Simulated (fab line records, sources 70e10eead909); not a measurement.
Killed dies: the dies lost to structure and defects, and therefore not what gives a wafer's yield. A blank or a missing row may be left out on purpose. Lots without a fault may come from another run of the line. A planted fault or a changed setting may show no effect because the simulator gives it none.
Which of the tools did it? || flow nand-harc || 72 wafers from 24 lots sampled at 2 of the route's 1302 steps

WHAT EACH GAUGE READ, for each wafer
NHARC_P_M0_CD_MEAS_09: the cd target is 90 nm.
{"lot": "L074", "measured": "day 6 06:40", "on": "cd-sem-01", "cd-nm (nm)": "90.2 90.1 90.2"}
{"lot": "L076", "measured": "day 6 23:14", "on": "cd-sem-02", "cd-nm (nm)": "90.7 90.0 89.6"}
{"lot": "L075", "measured": "day 6 23:32", "on": "cd-sem-01", "cd-nm (nm)": "89.7 89.8 90.3"}
{"lot": "L077", "measured": "day 7 11:02", "on": "cd-sem-02", "cd-nm (nm)": "88.9 89.9 89.5"}
{"lot": "L078", "measured": "day 7 15:41", "on": "cd-sem-03", "cd-nm (nm)": "90.0 89.3 90.6"}
{"lot": "L079", "measured": "day 7 22:30", "on": "cd-sem-01", "cd-nm (nm)": "89.5 90.2 89.3"}
{"lot": "L080", "measured": "day 8 11:53", "on": "cd-sem-02", "cd-nm (nm)": "89.9 90.0 90.8"}
{"lot": "L081", "measured": "day 9 04:47", "on": "cd-sem-01", "cd-nm (nm)": "89.9 89.3 90.5"}
{"lot": "L082", "measured": "day 9 11:26", "on": "cd-sem-01", "cd-nm (nm)": "89.4 89.3 89.3"}
{"lot": "L083", "measured": "day 9 23:59", "on": "cd-sem-02", "cd-nm (nm)": "89.7 89.9 89.7"}
{"lot": "L084", "measured": "day 10 08:48", "on": "cd-sem-01", "cd-nm (nm)": "89.2 88.4 89.0"}
{"lot": "L085", "measured": "day 10 12:56", "on": "cd-sem-01", "cd-nm (nm)": "89.8 90.1 90.1"}
{"lot": "L086", "measured": "day 11 06:28", "on": "cd-sem-03", "cd-nm (nm)": "90.0 90.1 90.2"}
{"lot": "L087", "measured": "day 11 06:40", "on": "cd-sem-02", "cd-nm (nm)": "90.7 89.9 90.1"}
{"lot": "L088", "measured": "day 12 00:52", "on": "cd-sem-03", "cd-nm (nm)": "90.2 90.4 89.9"}
{"lot": "L089", "measured": "day 12 01:34", "on": "cd-sem-03", "cd-nm (nm)": "89.6 89.4 90.3"}
{"lot": "L090", "measured": "day 12 14:56", "on": "cd-sem-01", "cd-nm (nm)": "90.7 89.9 90.5"}
{"lot": "L091", "measured": "day 13 02:56", "on": "cd-sem-02", "cd-nm (nm)": "91.5 89.9 91.0"}
{"lot": "L092", "measured": "day 13 16:14", "on": "cd-sem-02", "cd-nm (nm)": "89.0 88.3 89.1"}
{"lot": "L093", "measured": "day 13 19:38", "on": "cd-sem-03", "cd-nm (nm)": "91.3 91.3 89.8"}
{"lot": "L094", "measured": "day 14 07:45", "on": "cd-sem-03", "cd-nm (nm)": "89.5 90.0 90.1"}
{"lot": "L095", "measured": "day 14 19:39", "on": "cd-sem-02", "cd-nm (nm)": "89.1 88.9 89.1"}
{"lot": "L096", "measured": "day 15 16:05", "on": "cd-sem-01", "cd-nm (nm)": "89.2 89.6 89.8"}
{"lot": "L097", "measured": "day 15 18:07", "on": "cd-sem-03", "cd-nm (nm)": "89.6 89.4 90.0"}

WHICH TOOL RAN EACH LOT (tool, then ch and the chambers of the sampled wafers, then the start)
{"lot": "L074", "NHARC_P_CONTACT_ETCH_35": "rie-diel-12 ch 1,2, day 6 02:53"}
{"lot": "L076", "NHARC_P_CONTACT_ETCH_35": "rie-diel-12 ch 1,2, day 6 19:09"}
{"lot": "L075", "NHARC_P_CONTACT_ETCH_35": "rie-diel-04 ch 2,3, day 6 19:35"}
{"lot": "L077", "NHARC_P_CONTACT_ETCH_35": "rie-diel-04 ch 0,1,2, day 7 07:14"}
{"lot": "L078", "NHARC_P_CONTACT_ETCH_35": "rie-diel-13 ch 1,2,3, day 7 11:46"}
{"lot": "L079", "NHARC_P_CONTACT_ETCH_35": "rie-diel-12 ch 0,1,2, day 7 18:36"}
{"lot": "L080", "NHARC_P_CONTACT_ETCH_35": "rie-diel-04 ch 1,2,3, day 8 07:53"}
{"lot": "L081", "NHARC_P_CONTACT_ETCH_35": "rie-diel-12 ch 0,2,3, day 9 00:19"}
{"lot": "L082", "NHARC_P_CONTACT_ETCH_35": "rie-diel-12 ch 0,1,2, day 9 07:25"}
{"lot": "L083", "NHARC_P_CONTACT_ETCH_35": "rie-diel-13 ch 2,3, day 9 20:05"}
{"lot": "L084", "NHARC_P_CONTACT_ETCH_35": "rie-diel-12 ch 0,2,3, day 10 04:55"}
{"lot": "L085", "NHARC_P_CONTACT_ETCH_35": "rie-diel-04 ch 2,3, day 10 09:11"}
{"lot": "L086", "NHARC_P_CONTACT_ETCH_35": "rie-diel-13 ch 0,3, day 11 02:30"}
{"lot": "L087", "NHARC_P_CONTACT_ETCH_35": "rie-diel-04 ch 0,1,2, day 11 02:41"}
{"lot": "L088", "NHARC_P_CONTACT_ETCH_35": "rie-diel-13 ch 0,2,3, day 11 21:04"}
{"lot": "L089", "NHARC_P_CONTACT_ETCH_35": "rie-diel-04 ch 0,1,2, day 11 21:48"}
{"lot": "L090", "NHARC_P_CONTACT_ETCH_35": "rie-diel-04 ch 0,1, day 12 10:53"}
{"lot": "L091", "NHARC_P_CONTACT_ETCH_35": "rie-diel-12 ch 0,2,3, day 12 23:09"}
{"lot": "L092", "NHARC_P_CONTACT_ETCH_35": "rie-diel-04 ch 0,3, day 13 12:28"}
{"lot": "L093", "NHARC_P_CONTACT_ETCH_35": "rie-diel-04 ch 0,2,3, day 13 15:53"}
{"lot": "L094", "NHARC_P_CONTACT_ETCH_35": "rie-diel-12 ch 0,1,2, day 14 03:44"}
{"lot": "L095", "NHARC_P_CONTACT_ETCH_35": "rie-diel-12 ch 0,1,3, day 14 15:43"}
{"lot": "L096", "NHARC_P_CONTACT_ETCH_35": "rie-diel-04 ch 0,1,3, day 15 12:06"}
{"lot": "L097", "NHARC_P_CONTACT_ETCH_35": "rie-diel-04 ch 2,3, day 15 14:04"}
- NHARC_P_CONTACT_ETCH_35: etches the open film in CF4, target depth 39 nm, time 65 s.

AS READ BY THE TOOLS THEMSELVES (means over the sampled wafers that have a number; for cases with no such wafer, the mark the record gives instead)
NHARC_P_CONTACT_ETCH_35.
{"lot": "L074", "tool": "rie-diel-12", "drypump-motor-current-A (A)": 6.0, "oes-product-au (a.u.)": 0.989, "rf-vpp-V (V)": 151.7, "showerhead-plenum-p-Torr (Torr)": 1.79, "throttle-valve-pct (%)": 13.288}
{"lot": "L076", "tool": "rie-diel-12", "drypump-motor-current-A (A)": 5.5, "oes-product-au (a.u.)": 0.997, "rf-vpp-V (V)": 151.8, "showerhead-plenum-p-Torr (Torr)": 1.81, "throttle-valve-pct (%)": 13.281}
{"lot": "L075", "tool": "rie-diel-04", "drypump-motor-current-A (A)": 5.6, "oes-product-au (a.u.)": 0.999, "rf-vpp-V (V)": 151.5, "showerhead-plenum-p-Torr (Torr)": 1.80, "throttle-valve-pct (%)": 13.287}
{"lot": "L077", "tool": "rie-diel-04", "drypump-motor-current-A (A)": 5.9, "oes-product-au (a.u.)": 1.001, "rf-vpp-V (V)": 151.5, "showerhead-plenum-p-Torr (Torr)": 1.83, "throttle-valve-pct (%)": 13.273}
{"lot": "L078", "tool": "rie-diel-13", "drypump-motor-current-A (A)": 5.2, "oes-product-au (a.u.)": 1.006, "rf-vpp-V (V)": 150.6, "showerhead-plenum-p-Torr (Torr)": 1.69, "throttle-valve-pct (%)": 13.289}
{"lot": "L079", "tool": "rie-diel-12", "drypump-motor-current-A (A)": 6.0, "oes-product-au (a.u.)": 0.986, "rf-vpp-V (V)": 151.6, "showerhead-plenum-p-Torr (Torr)": 1.76, "throttle-valve-pct (%)": 13.281}
{"lot": "L080", "tool": "rie-diel-04", "drypump-motor-current-A (A)": 5.7, "oes-product-au (a.u.)": 1.010, "rf-vpp-V (V)": 153.0, "showerhead-plenum-p-Torr (Torr)": 1.83, "throttle-valve-pct (%)": 13.278}
{"lot": "L081", "tool": "rie-diel-12", "drypump-motor-current-A (A)": 6.0, "oes-product-au (a.u.)": 0.996, "rf-vpp-V (V)": 151.1, "showerhead-plenum-p-Torr (Torr)": 1.73, "throttle-valve-pct (%)": 13.284}
{"lot": "L082", "tool": "rie-diel-12", "drypump-motor-current-A (A)": 6.0, "oes-product-au (a.u.)": 0.992, "rf-vpp-V (V)": 150.2, "showerhead-plenum-p-Torr (Torr)": 1.76, "throttle-valve-pct (%)": 13.285}
{"lot": "L083", "tool": "rie-diel-13", "drypump-motor-current-A (A)": 5.1, "oes-product-au (a.u.)": 1.000, "rf-vpp-V (V)": 149.9, "showerhead-plenum-p-Torr (Torr)": 1.69, "throttle-valve-pct (%)": 13.286}
{"lot": "L084", "tool": "rie-diel-12", "drypump-motor-current-A (A)": 5.9, "oes-product-au (a.u.)": 0.988, "rf-vpp-V (V)": 151.3, "showerhead-plenum-p-Torr (Torr)": 1.73, "throttle-valve-pct (%)": 13.295}
{"lot": "L085", "tool": "rie-diel-04", "drypump-motor-current-A (A)": 5.7, "oes-product-au (a.u.)": 1.006, "rf-vpp-V (V)": 151.6, "showerhead-plenum-p-Torr (Torr)": 1.83, "throttle-valve-pct (%)": 13.279}
{"lot": "L086", "tool": "rie-diel-13", "drypump-motor-current-A (A)": 5.4, "oes-product-au (a.u.)": 0.996, "rf-vpp-V (V)": 150.1, "showerhead-plenum-p-Torr (Torr)": 1.69, "throttle-valve-pct (%)": 13.273}
{"lot": "L087", "tool": "rie-diel-04", "drypump-motor-current-A (A)": 5.9, "oes-product-au (a.u.)": 1.010, "rf-vpp-V (V)": 152.2, "showerhead-plenum-p-Torr (Torr)": 1.82, "throttle-valve-pct (%)": 13.287}
{"lot": "L088", "tool": "rie-diel-13", "drypump-motor-current-A (A)": 5.2, "oes-product-au (a.u.)": 0.994, "rf-vpp-V (V)": 150.4, "showerhead-plenum-p-Torr (Torr)": 1.69, "throttle-valve-pct (%)": 13.271}
{"lot": "L089", "tool": "rie-diel-04", "drypump-motor-current-A (A)": 5.9, "oes-product-au (a.u.)": 1.015, "rf-vpp-V (V)": 151.9, "showerhead-plenum-p-Torr (Torr)": 1.82, "throttle-valve-pct (%)": 13.279}
{"lot": "L090", "tool": "rie-diel-04", "drypump-motor-current-A (A)": 6.2, "oes-product-au (a.u.)": 1.001, "rf-vpp-V (V)": 152.1, "showerhead-plenum-p-Torr (Torr)": 1.85, "throttle-valve-pct (%)": 13.277}
{"lot": "L091", "tool": "rie-diel-12", "drypump-motor-current-A (A)": 6.0, "oes-product-au (a.u.)": 0.999, "rf-vpp-V (V)": 150.5, "showerhead-plenum-p-Torr (Torr)": 1.73, "throttle-valve-pct (%)": 13.284}
{"lot": "L092", "tool": "rie-diel-04", "drypump-motor-current-A (A)": 6.2, "oes-product-au (a.u.)": 1.009, "rf-vpp-V (V)": 152.4, "showerhead-plenum-p-Torr (Torr)": 1.85, "throttle-valve-pct (%)": 13.282}
{"lot": "L093", "tool": "rie-diel-04", "drypump-motor-current-A (A)": 5.9, "oes-product-au (a.u.)": 1.011, "rf-vpp-V (V)": 151.6, "showerhead-plenum-p-Torr (Torr)": 1.82, "throttle-valve-pct (%)": 13.286}
{"lot": "L094", "tool": "rie-diel-12", "drypump-motor-current-A (A)": 5.9, "oes-product-au (a.u.)": 1.007, "rf-vpp-V (V)": 151.6, "showerhead-plenum-p-Torr (Torr)": 1.76, "throttle-valve-pct (%)": 13.276}
{"lot": "L095", "tool": "rie-diel-12", "drypump-motor-current-A (A)": 5.5, "oes-product-au (a.u.)": 1.003, "rf-vpp-V (V)": 151.0, "showerhead-plenum-p-Torr (Torr)": 1.75, "throttle-valve-pct (%)": 13.277}
{"lot": "L096", "tool": "rie-diel-04", "drypump-motor-current-A (A)": 6.0, "oes-product-au (a.u.)": 0.998, "rf-vpp-V (V)": 152.2, "showerhead-plenum-p-Torr (Torr)": 1.86, "throttle-valve-pct (%)": 13.278}
{"lot": "L097", "tool": "rie-diel-04", "drypump-motor-current-A (A)": 5.6, "oes-product-au (a.u.)": 1.012, "rf-vpp-V (V)": 151.9, "showerhead-plenum-p-Torr (Torr)": 1.79, "throttle-valve-pct (%)": 13.289}

THE ANSWER, worked out from the rows above alone
Rule: usual is defined by the lots themselves. Put in order of their means at a reading, lots are off if they are a third of the lots or fewer, leave a main group of 4 or more, and stand apart from it by a gap of 3 or more times the standard deviation of the main group's means; of several such gaps the widest counts. Not used: any main group whose means are identical at the precision the tables above print for the reading. A lot without any number at a reading at which 4 lots or more have one is off too. Where the step has rows for the other lots, those lots are counted as sound. Order of review: gauges by route order, followed by the tools' own readings, for which a lot's mean as printed above is used. The first step at which some lot is off is used, and at that step the reading that is off furthest; a lot without a number counts as furthest.
Nothing can be told from this: no lot is off at any reading shown.

WHAT HAD BEEN PUT IN BY THE SIMULATOR
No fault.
